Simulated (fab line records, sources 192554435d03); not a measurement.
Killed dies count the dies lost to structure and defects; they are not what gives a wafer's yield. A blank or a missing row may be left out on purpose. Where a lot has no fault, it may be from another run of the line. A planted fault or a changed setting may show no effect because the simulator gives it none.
fab line records	flow n5Finfet
record lots=6	wafers=17	lastDay=17
route steps=1938 shown HKMG_FIN@449 BEOL_M4@1111
lots with no fault: from the same line, run without faults
startH: hours from the record's first day to the start of the lot's first wafer shown	waitH: how many hours have passed since the lot's step before this one	" same as the row above	L1.1+2: several wafers, shown together as one row	- value missing, or start not given	* or withheld: withheld	< > ~ a bound
route shown NAME@n: names a module that has steps shown in the file, with the first one's number in the route	usual: mean/standard deviation taken from wafers without a fault	same: alike in all rows	chamber/n: place in a boat	sites: readings site by site	_std_site: the values' standard deviation	_edge_site: mean of outer sites minus mean of inner sites	radiusMm: for every site, how far away it sits from the centre of the wafer	mask NAME#n: copy n	behind: tool/chamber where the wafer was last shaped	hold: why the lot went on hold/how many hours it stayed there/how the hold came to an end	device: the n, p or np transistor that did not switch	end of line: tests of these same wafers at the route's end	step lacking rows: just its recipe	killed: count of dies lost to structure and defects at first sort (not the wafer's yield)	map: shows each die of a wafer: x if killed, . if not, _ if none is there
set.NAME: setting as actually run; set.NAME@STEP: the setting as run at that earlier step	model.NAME: the simulator's own value behind a step, which no gauge read
lots at some steps of the route; a table a step, a row a wafer
services: from which hour (startH, from the record's first day; less than 0 if before it) a tool's chamber was out of use, for how many hours, and why
## steps
# step N5_HKMG_FIN_ALD_71
# recipe material=TiN	targetThkA=10	tempC=400	aldPrecursorFamily=TiCl4	aldCoReactant=NH3	pulseTimeS=1	purgeTimeS=3	coReactantPurgeTimeS=2	coReactantPulseTimeS=2	aldCycles=47	pressureTorr=3
# usual heaterPowerW=892/81	precursorPulseHeightRel=0.998/0.021
# same aldCycles=47	coReactantPulseTimeS=2
lot.wafer	tool	chamber	startH	waitH	heaterPowerW	precursorPulseHeightRel
L276.1	aldMetal-01	3	82.27	0.0	918	0.990
L276.2	"	2	"	"	972	0.980
L276.4	"	1	"	"	1005	0.985
L282.2	aldMetal-01	3	121.23	0.0	922	0.988
L282.3	"	0	"	"	910	1.011
L282.5	"	0	"	"	906	1.016
L291.2	aldMetal-01	3	170.31	0.0	936	0.973
L291.3	"	2	"	"	953	0.995
L291.5	"	3	"	"	923	0.987
L294.2	aldMetal-01	1	192.02	0.0	1007	0.971
L294.3	"	0	"	"	913	1.015
L294.4	"	3	"	"	914	1.013
L296.1	aldMetal-04	0	202.06	0.0	783	1.023
L296.5	"	2	"	"	840	0.970
L298.1	aldMetal-04	0	214.99	0.0	765	1.005
L298.4	"	3	"	"	753	0.981
L298.5	"	1	"	"	886	1.008
# step N5_HKMG_FIN_COAT_66
# recipe resist=SOC	tempC=250	timeS=60	spinRpm=1500	resistThkNm=300
# step N5_HKMG_FIN_ETCH_67
# recipe chemistry=N2/H2	target=SOC	targetDepthA=3889	stopOn=TiN	ionEnergyEv=100	biasW=61	pressureMtorr=30	sourceW=850	n2FlowSccm=200	h2FlowSccm=200
# step N5_HKMG_FIN_STRIP_90
# recipe chemistry=N2/H2	material=SOC	timeS=20	powerW=500	tempC=40	pressureMtorr=50	rfFrequencyHz=6e+07	biasPowerW=8	h2Frac=0.5	n2FlowSccm=300	h2FlowSccm=300
# usual drypumpMotorCurrentA=5.7/0.41	oesProductAu=0.79/0.083	rfVppV=54.3/0.81	showerheadPlenumPTorr=3.38/0.1	throttleValvePct=19.10/0.19
lot.wafer	tool	chamber	startH	waitH	drypumpMotorCurrentA	oesProductAu	rfHoursCounterH	rfVppV	showerheadPlenumPTorr	throttleValvePct
L276.1	rieDiel-04	2	82.80	0.0	6.4	0.75	150	52.5	3.24	18.84
L276.2	"	0	"	"	6.1	0.81	71	54.0	3.25	18.56
L276.4	"	3	"	"	5.7	0.74	169	55.0	3.34	19.30
L282.2	rieDiel-02	1	121.63	0.0	5.5	0.74	186	53.8	3.48	19.12
L282.3	"	2	"	"	5.0	0.73	179	53.6	3.33	19.18
L282.5	"	3	"	"	5.8	0.89	-	52.3	3.55	18.94
L291.2	rieDiel-02	0	170.71	0.0	5.3	0.88	40	54.7	3.42	19.14
L291.3	"	2	"	"	5.0	0.72	196	54.3	3.32	19.22
L291.5	"	0	"	"	5.3	0.88	-	54.8	3.42	19.14
L294.2	rieDiel-02	0	192.42	0.0	5.3	0.86	50	53.4	3.42	19.16
L294.3	"	3	"	"	5.7	0.85	61	55.5	3.53	18.99
L294.4	"	1	"	"	5.5	0.72	206	54.8	3.47	19.14
L296.1	rieDiel-04	0	202.46	0.0	6.2	0.76	115	54.3	3.23	18.62
L296.5	"	1	"	"	5.4	0.89	-	55.0	3.40	19.31
L298.1	rieDiel-02	0	215.43	0.0	5.3	0.85	58	55.2	3.41	19.17
L298.4	"	1	"	"	5.5	0.72	213	53.7	3.47	19.16
L298.5	"	0	"	"	5.3	0.85	-	55.0	3.41	19.17
# step N5_HKMG_FIN_WET_ETCH_73
# recipe chemistry=SC1	mix=1:2:40	tempC=50	timeS=42.3	targetDepthNm=1.3	dry=ipaMarangoni	rinseTimeS=30	rinseTempC=23
# step N5_HKMG_FIN_ETCHBACK_68
# recipe chemistry=Cl2/Ar	stopOn=HfO2	targetDepthA=5	pressureMtorr=10	icpW=600	biasW=60	Cl2_flow_sccm=40	Ar_flow_sccm=60
# step N5_HKMG_FIN_STRIP_69
# recipe chemistry=N2/H2	powerW=2500	tempC=300	h2Frac=0.65	timeS=360	pressureMtorr=withheld	n2FlowSccm=1750	h2FlowSccm=3250
# step N5_HKMG_FIN_ALD_21
# recipe material=TiN	targetThkA=15	tempC=400	aldPrecursorFamily=TiCl4	aldCoReactant=NH3	pulseTimeS=1	purgeTimeS=3	coReactantPurgeTimeS=2	coReactantPulseTimeS=2	aldCycles=68	pressureTorr=3
# step N5_HKMG_FIN_ALD_72
# recipe material=W	targetThkA=20	tempC=300	pressureTorr=7.5	aldPrecursorFamily=WF6	aldCoReactant=B2H6	pulseTimeS=1	purgeTimeS=2	coReactantPurgeTimeS=2	coReactantPulseTimeS=3	aldCycles=7
# usual heaterPowerW=461/51	precursorPulseHeightRel=0.998/0.019
# same aldCycles=7	coReactantPulseTimeS=3
lot.wafer	tool	chamber	startH	waitH	heaterPowerW	precursorPulseHeightRel
L276.1	cvdW-02	1	84.05	0.2	426	0.967
L276.2	"	0	"	"	526	0.985
L276.4	"	0	"	"	531	1.007
L282.2	cvdW-01	1	122.68	0.2	413	1.011
L282.3	"	0	"	"	518	0.965
L282.5	"	0	"	"	504	1.014
L291.2	cvdW-01	0	171.79	0.2	511	0.982
L291.3	"	1	"	"	407	0.980
L291.5	"	1	"	"	405	0.996
L294.2	cvdW-01	1	193.47	0.2	405	0.951
L294.3	"	1	"	"	406	0.998
L294.4	"	0	"	"	502	1.022
L296.1	cvdW-01	0	203.52	0.2	495	0.999
L296.5	"	1	"	"	401	1.010
L298.1	cvdW-01	1	216.47	0.2	415	1.036
L298.4	"	1	"	"	410	0.978
L298.5	"	1	"	"	397	0.998
# step N5_HKMG_FIN_W_FILL_22
# recipe material=W	targetThkA=600	tempC=400	pressureTorr=39.4	timeS=18.2
# usual heaterPowerW=825/93	throttleValvePct=19.2/1.2
lot.wafer	tool	chamber	startH	waitH	heaterPowerW	throttleValvePct
L276.1	cvdW-02	1	84.11	0.0	748	17.0
L276.2	"	0	"	"	943	18.9
L276.4	"	0	"	"	932	18.9
L282.2	cvdW-01	1	122.75	0.0	727	19.9
L282.3	"	0	"	"	921	20.5
L282.5	"	0	"	"	916	20.5
L291.2	cvdW-01	0	171.85	0.0	906	20.1
L291.3	"	1	"	"	730	20.3
L291.5	"	1	"	"	714	20.1
L294.2	cvdW-01	1	193.53	0.0	720	20.0
L294.3	"	1	"	"	732	19.9
L294.4	"	0	"	"	934	20.2
L296.1	cvdW-01	0	203.58	0.0	921	20.2
L296.5	"	1	"	"	733	20.2
L298.1	cvdW-01	1	216.59	0.1	730	20.1
L298.4	"	1	"	"	724	19.9
L298.5	"	1	"	"	730	20.2
# step N5_HKMG_FIN_PRECLEAN_83
# recipe chemistry=DIW	timeS=57.5	tempC=23
# step N5_HKMG_FIN_SRD_84
# recipe dryTimeS=32	dry=n2Spin	spinRpm=1500
# step N5_HKMG_FIN_CMP_23
# recipe stopOn=SiNx	tOverpolishS=10	postCmpClean=rinseOnly	downForcePsi=4	platenRpm=50.289	padVelocityMS=1.0006	targetThkNm=46.326
# usual motorCurrentA=11.9/1.3	overpolishRunS=9.98/0.21	platenRpm=50.29/0.036	slurryFlowMlMin=150.0/0.45	timeToEndpointS=11.8/2.7
lot.wafer	tool	chamber	startH	waitH	motorCurrentA	overpolishRunS	platenRpm	slurryFlowMlMin	timeToEndpointS
L276.1	cmp-01	3	84.22	0.0	11.8	9.99	50.27	149.6	14.0
L276.2	"	0	"	"	10.9	10.00	50.27	150.6	11.9
L276.4	"	1	"	"	12.4	10.01	50.31	150.3	10.1
L282.2	cmp-02	0	122.85	0.0	12.3	9.99	50.26	150.1	10.5
L282.3	"	2	"	"	10.1	10.00	50.25	150.4	10.5
L282.5	"	0	"	"	12.5	9.99	50.32	150.4	9.1
L291.2	cmp-01	2	172.12	0.2	13.7	9.97	48.25	149.6	15.0
L291.3	"	3	"	"	12.0	9.99	48.32	149.6	13.6
L291.5	"	0	"	"	10.5	10.00	48.31	149.9	11.3
L294.4	cmp-01	3	193.64	0.0	11.1	9.99	48.26	150.2	16.1
L294.2	"	0	"	"	11.2	10.01	48.33	149.3	11.0
L294.3	"	1	"	"	12.2	10.00	48.26	149.6	13.3
L296.1	cmp-04	3	203.85	0.2	14.1	10.00	50.23	150.9	7.5
L296.5	"	1	"	"	12.8	10.01	50.27	150.2	10.8
L298.1	cmp-02	1	216.81	0.1	9.2	10.00	50.34	149.4	11.4
L298.4	"	3	"	"	12.8	10.01	50.25	150.6	15.9
L298.5	"	1	"	"	9.9	9.98	50.34	150.2	11.6
# step N5_HKMG_FIN_CMP_94
# recipe stopOn=SiNx	postCmpClean=wDiluteNh4oh	tOverpolishS=4.7	downForcePsi=4	platenRpm=50.289	padVelocityMS=1.0006	targetThkNm=43.299
# usual motorCurrentA=11.9/1.2	platenRpm=50.29/0.036	slurryFlowMlMin=149.9/0.47
lot.wafer	tool	chamber	startH	waitH	motorCurrentA	platenRpm	slurryFlowMlMin
L276.1	cmp-01	3	84.70	0.4	11.3	50.25	149.4
L276.2	"	0	"	"	10.5	50.25	149.1
L276.4	"	1	"	"	11.9	50.32	150.4
L282.2	cmp-02	0	123.33	0.4	12.4	50.26	149.6
L282.3	"	2	"	"	10.9	50.27	150.0
L282.5	"	0	"	"	12.2	50.29	149.0
L291.2	cmp-01	2	172.50	0.3	14.6	50.26	150.6
L291.3	"	3	"	"	11.0	50.29	150.2
L291.5	"	0	"	"	11.1	50.35	149.3
L294.4	cmp-01	3	194.12	0.4	11.9	50.27	149.8
L294.2	"	0	"	"	10.8	50.27	149.3
L294.3	"	1	"	"	11.5	50.24	150.2
L296.1	cmp-04	3	204.23	0.3	12.8	50.29	149.4
L296.5	"	1	"	"	12.5	50.30	149.2
L298.1	cmp-02	1	217.77	0.9	10.1	50.30	149.8
L298.4	"	3	"	"	12.7	50.29	150.8
L298.5	"	1	"	"	9.3	50.32	149.4
# step N5_BEOL_M4_RC_MEAS_101
# usual DIBL_N=36.3/1.6	DIBL_P=36.2/2.1	IOFF_N=0.16/0.031	IOFF_P=0.21/0.034	ION_N=673/11	ION_P=461/7.4	SS_N=71.6/0.55	SS_P=73.3/0.66	VT_N=251/3.2	VT_P=-251/3.5
lot.wafer	tool	chamber	startH	waitH	DIBL_N[mV/V]	DIBL_P[mV/V]	IOFF_N[nA/um]	IOFF_P[nA/um]	ION_N[uA/um]	ION_P[uA/um]	SS_N[mV/dec]	SS_P[mV/dec]	VT_N[mV]	VT_P[mV]
L276.1	prober-02	0	159.67	0.0	37.8	37.9	0.16	0.25	672	463	71.5	74.0	252	-251
L276.2	"	0	"	"	36.7	35.6	0.15	0.21	667	468	71.0	73.7	249	-251
L276.4	"	0	"	"	35.6	34.9	0.13	0.19	676	465	71.4	73.2	252	-254
L282.2	prober-01	0	204.88	0.2	35.2	34.9	0.13	0.17	663	448	71.0	72.3	254	-255
L282.3	"	0	"	"	34.4	33.3	0.12	0.16	669	458	71.0	72.1	255	-258
L282.5	"	0	"	"	36.8	36.8	0.16	0.21	687	463	70.9	73.3	248	-252
L291.2	prober-02	0	245.59	0.2	35.8	36.0	0.16	0.23	678	469	71.1	72.4	246	-247
L291.3	"	0	"	"	35.2	36.1	0.15	0.23	671	466	71.1	72.8	247	-244
L291.5	"	0	"	"	36.3	37.2	0.17	0.25	685	485	71.4	72.8	249	-243
L294.2	prober-01	0	269.09	0.2	38.2	39.2	0.19	0.24	690	466	72.3	75.1	248	-252
L294.3	"	0	"	"	36.2	36.6	0.15	0.20	673	456	72.1	73.4	249	-250
L294.4	"	0	"	"	36.3	36.1	0.14	0.19	660	457	72.2	73.7	254	-251
L296.1	prober-01	0	280.98	0.0	37.6	36.2	0.15	0.19	664	454	72.1	73.3	252	-252
L296.5	"	0	"	"	36.0	35.4	0.13	0.19	661	454	72.1	73.5	254	-254
L298.1	prober-01	0	297.85	0.0	35.5	35.7	0.15	0.17	680	464	71.4	72.9	250	-256
L298.4	"	0	"	"	37.2	38.6	0.20	0.23	682	467	71.6	74.1	247	-250
L298.5	"	0	"	"	38.1	39.8	0.20	0.25	686	470	72.0	74.1	247	-250
## services
tool	chamber	startH	hours	kind
cvdW-02	-	60.49	1.0	repair
cvdW-01	-	65.32	2.8	pm
rieDiel-02	0	75.70	2.6	repair
aldMetal-04	1	75.93	50.9	repair
cvdW-01	0	79.85	19.0	repair
rieDiel-02	3	89.46	1.7	repair
cvdW-01	-	104.49	14.6	pm
rieDiel-04	3	109.30	9.0	repair
aldMetal-04	-	112.81	1.2	repair
cvdW-01	-	128.14	0.8	repair
cmp-02	-	134.22	4.5	pm
aldMetal-04	2	138.76	13.6	repair
aldMetal-04	-	144.26	2.8	pm
cvdW-01	-	145.70	0.3	repair
aldMetal-04	3	148.09	3.3	repair
rieDiel-02	1	162.23	15.8	repair
cmp-01	-	167.23	2.6	repair
cmp-01	-	176.94	11.4	pm
aldMetal-01	-	179.35	1.5	repair
cmp-02	-	188.39	11.7	pm
rieDiel-02	-	192.75	0.2	repair
cmp-02	-	200.59	4.0	pm
aldMetal-01	-	212.20	1.2	pm
cvdW-01	0	212.20	6.2	repair
## key
firstSign step=N5_HKMG_FIN_CMP_23	reading=platenRpm	direction=down	sigmas=56	usual=50.29	struck=48.29
effect none on later readings
metAt N5_HKMG_FIN_CMP_23
struckWafers L291.2,L291.3,L291.5,L294.2,L294.3,L294.4
onsetBetween 84.22 172.12
fault kind=processParameterDrift	tool=cmp-01	chamber=-	onsetH=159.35	steps=N5_HKMG_FIN_CMP_23	channel=platenRpm	offset=-2.0116	shape=step	endH=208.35	actsIn=theseRecipesOnly	stated=50.289
